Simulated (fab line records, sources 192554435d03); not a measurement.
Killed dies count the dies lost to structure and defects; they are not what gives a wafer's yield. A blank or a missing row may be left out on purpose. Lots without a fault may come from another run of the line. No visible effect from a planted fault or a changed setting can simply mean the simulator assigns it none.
Split-lot study :: flow n5Finfet :: 21 wafers read across 7 lots, on a route 1938 steps long

## THE SPLIT ITSELF
At N5_BEOL_M3_ETCH_70 (etches SOC in N2/H2, target depth 80 nm, overetch 16 nm, time 120 s), the setting biasW was moved away from the recipe's 150 W on 8 of the 21 wafers read, by -14.5% to +13.9%. The other wafers ran this setting at the recipe's value.

The reading is taken at the split's own step.

## THE READING
rfVppV, in V, at N5_BEOL_M3_ETCH_70 (etches SOC in N2/H2, target depth 80 nm, overetch 16 nm, time 120 s). A value of 524.1 V with a standard deviation of 2.4 V is what fault-free wafers of this fab line usually give.

wafer: L074.3
tool, chamber at the split: rieDiel-02, 0
biasW as run, W: 150
against the recipe: recipe
rfVppV, V: 525.6
against lot-mates on the recipe: -

wafer: L074.4
tool, chamber at the split: rieDiel-02, 2
biasW as run, W: 138.6
against the recipe: -7.6%
rfVppV, V: 499.9
against lot-mates on the recipe: -25.7

wafer: L074.6
tool, chamber at the split: rieDiel-02, 3
biasW as run, W: 138.6
against the recipe: -7.6%
rfVppV, V: 495.9
against lot-mates on the recipe: -29.7

wafer: L075.3
tool, chamber at the split: rieDiel-02, 2
biasW as run, W: 170.8
against the recipe: +13.9%
rfVppV, V: 568.5
against lot-mates on the recipe: +46.0

wafer: L075.4
tool, chamber at the split: rieDiel-02, 3
biasW as run, W: 150
against the recipe: recipe
rfVppV, V: 521.6
against lot-mates on the recipe: -

wafer: L075.6
tool, chamber at the split: rieDiel-02, 2
biasW as run, W: 150
against the recipe: recipe
rfVppV, V: 523.4
against lot-mates on the recipe: -

wafer: L082.2
tool, chamber at the split: rieDiel-06, 0
biasW as run, W: 150
against the recipe: recipe
rfVppV, V: 523.2
against lot-mates on the recipe: -

wafer: L082.3
tool, chamber at the split: rieDiel-06, 2
biasW as run, W: 150
against the recipe: recipe
rfVppV, V: 525.8
against lot-mates on the recipe: -

wafer: L082.5
tool, chamber at the split: rieDiel-06, 3
biasW as run, W: 150
against the recipe: recipe
rfVppV, V: 527.1
against lot-mates on the recipe: -

wafer: L083.1
tool, chamber at the split: rieDiel-06, 1
biasW as run, W: 150
against the recipe: recipe
rfVppV, V: 522.5
against lot-mates on the recipe: -

wafer: L083.5
tool, chamber at the split: rieDiel-06, 1
biasW as run, W: 150
against the recipe: recipe
rfVppV, V: 522.3
against lot-mates on the recipe: -

wafer: L083.6
tool, chamber at the split: rieDiel-06, 2
biasW as run, W: 150
against the recipe: recipe
rfVppV, V: 529.1
against lot-mates on the recipe: -

wafer: L087.3
tool, chamber at the split: rieDiel-02, 2
biasW as run, W: 128.2
against the recipe: -14.5%
rfVppV, V: 473.5
against lot-mates on the recipe: -52.1

wafer: L087.4
tool, chamber at the split: rieDiel-02, 1
biasW as run, W: 128.2
against the recipe: -14.5%
rfVppV, V: 471.0
against lot-mates on the recipe: -54.6

wafer: L087.6
tool, chamber at the split: rieDiel-02, 0
biasW as run, W: 150
against the recipe: recipe
rfVppV, V: 525.6
against lot-mates on the recipe: -

wafer: L091.2
tool, chamber at the split: rieDiel-06, 2
biasW as run, W: 150
against the recipe: recipe
rfVppV, V: 525.8
against lot-mates on the recipe: -

wafer: L091.4
tool, chamber at the split: rieDiel-06, 3
biasW as run, W: 150
against the recipe: recipe
rfVppV, V: 527.4
against lot-mates on the recipe: -

wafer: L091.6
tool, chamber at the split: rieDiel-06, 2
biasW as run, W: 160.8
against the recipe: +7.2%
rfVppV, V: 550.0
against lot-mates on the recipe: +23.4

wafer: L092.4
tool, chamber at the split: rieDiel-01, 1
biasW as run, W: 156.8
against the recipe: +4.5%
rfVppV, V: 541.2
against lot-mates on the recipe: +15.6

wafer: L092.5
tool, chamber at the split: rieDiel-01, 1
biasW as run, W: 150
against the recipe: recipe
rfVppV, V: 525.6
against lot-mates on the recipe: -

wafer: L092.6
tool, chamber at the split: rieDiel-01, 2
biasW as run, W: 156.8
against the recipe: +4.5%
rfVppV, V: 540.3
against lot-mates on the recipe: +14.7

FIT RESULTS
A straight line over all 21 wafers: rfVppV changes by +3.48 V for each +1% of biasW; r = +0.99; the points scatter about the line by 2.3 V.
The same after taking each lot's own level away (the mean of its wafers on the recipe; 21 wafers): +3.53 V for each +1%; r = +1.00; scatter 1.9 V.
That fit puts the effect of the largest move of biasW on the reading at 51 V.
The lots' own levels span 522.50 to 526.60 V, that is 1.7 times the standard deviation above.
Consequently the slope shifts little with the lot-to-lot level, the two slopes agreeing.
Check: with one of the wafers moved furthest among these (-14.5%) left out of the fit, the line predicts -51.8 V for it against its lot-mates. It came out at -52.1 V against them.
Tool readings at the split's step, against how far the setting was moved: rfVppV r = +0.99.

## ADDITIONAL SPLITS CARRIED BY THESE WAFERS
These wafers also went through other splits before the reading. Each is held against what the fit with the lots' levels taken away leaves over:
other split on the same wafers: N5_BEOL_M2_DESCUM_33 timeS
wafers away from the commonest value: 7
r with rfVppV (lot level and that fit taken away): +0.19

other split on the same wafers: N5_BEOL_M2_TRENCH_ETCH_37 sourceW
wafers away from the commonest value: 8
r with rfVppV (lot level and that fit taken away): +0.00

other split on the same wafers: N5_BEOL_M3_PECVD_72 tempC
wafers away from the commonest value: 8
r with rfVppV (lot level and that fit taken away): -0.03

other split on the same wafers: N5_BEOL_M3_EXPOSE_08 doseMj
wafers away from the commonest value: 3
r with rfVppV (lot level and that fit taken away): -0.03

other split on the same wafers: N5_BEOL_M3_ALD_98 aldCycles
wafers away from the commonest value: 6
r with rfVppV (lot level and that fit taken away): -0.43

## THE WHOLE CHAIN: every reading that the file lists as answering this split, in the file's order
step: N5_BEOL_M3_ETCH_70
what it does: etches SOC in N2/H2, target depth 80 nm, overetch 16 nm, time 120 s
reading: rfVppV
change (the file's fit): +3.49 V for each +1% of the setting
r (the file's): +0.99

step: N5_BEOL_M3_ETCH_70
what it does: etches SOC in N2/H2, target depth 80 nm, overetch 16 nm, time 120 s
reading: SiARC_of_BEOL_M3_COAT_68.thkNm (the simulator's own value, which no gauge read)
change (the file's fit): -0.0722 nm for each +1% of the setting
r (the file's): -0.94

## FILE'S OWN FIT
rfVppV changes by +3.49 V for each +1% of biasW, r = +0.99.
